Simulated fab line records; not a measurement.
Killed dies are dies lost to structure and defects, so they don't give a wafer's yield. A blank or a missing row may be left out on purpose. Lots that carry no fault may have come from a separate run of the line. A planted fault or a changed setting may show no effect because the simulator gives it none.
Chamber matching	flow n5_finfet	4 sister chambers for N5_BEOL_M1_ETCH_64 on rie_diel-05
The step etches SOC in N2/H2, target depth 75 nm, overetch 15 nm, time 112.5 s. 8 wafers are shown with their chamber, then 9 later ones without.

## WAFERS PAIRED WITH THEIR CHAMBERS
wafer	chamber	drypump_motor_current_A (A)	showerhead_plenum_p_Torr (Torr)
L078.6	0	5.4	2.45
L080.5	3	5.9	2.65
L080.6	1	6.2	2.62
L086.1	3	5.9	2.64
L086.5	2	5.4	2.61
L088.3	0	5.4	2.44
L088.5	2	5.4	2.61
L088.6	1	6.3	2.61

## WAFERS WITHOUT THEIR CHAMBER
wafer	drypump_motor_current_A (A)	showerhead_plenum_p_Torr (Torr)
L090.2	5.4	2.44
L090.4	5.4	2.61
L090.6	5.9	2.64
L095.1	6.3	2.61
L095.2	5.4	2.61
L095.3	5.9	2.64
L097.2	5.4	2.44
L097.4	6.3	2.61
L097.6	5.9	2.64

## EACH ONE'S CHAMBER
wafer	from the rows above	in truth
L090.2	0	0
L090.4	2	2
L090.6	3	3
L095.1	1	1
L095.2	2	2
L095.3	3	3
L097.2	0	0
L097.4	1	1
L097.6	3	3
9 of 9 placed correctly. Can't be placed from these rows: 0. 0 placed wrongly.
How it was worked out, from the rows above alone: a wafer's distance from a chamber is the root of the sum, over the readings, of the square of ((its reading less the chamber's mean) divided by the reading's scatter). The wafer belongs to the nearest chamber; if the next one is less than 2 further off, it can't be placed. A chamber's mean is the mean of its shown wafers. How the scatter is found: for the shown wafers, subtract from each reading the mean of its chamber, square and add these, divide the total by (wafers less chambers), then take the root.
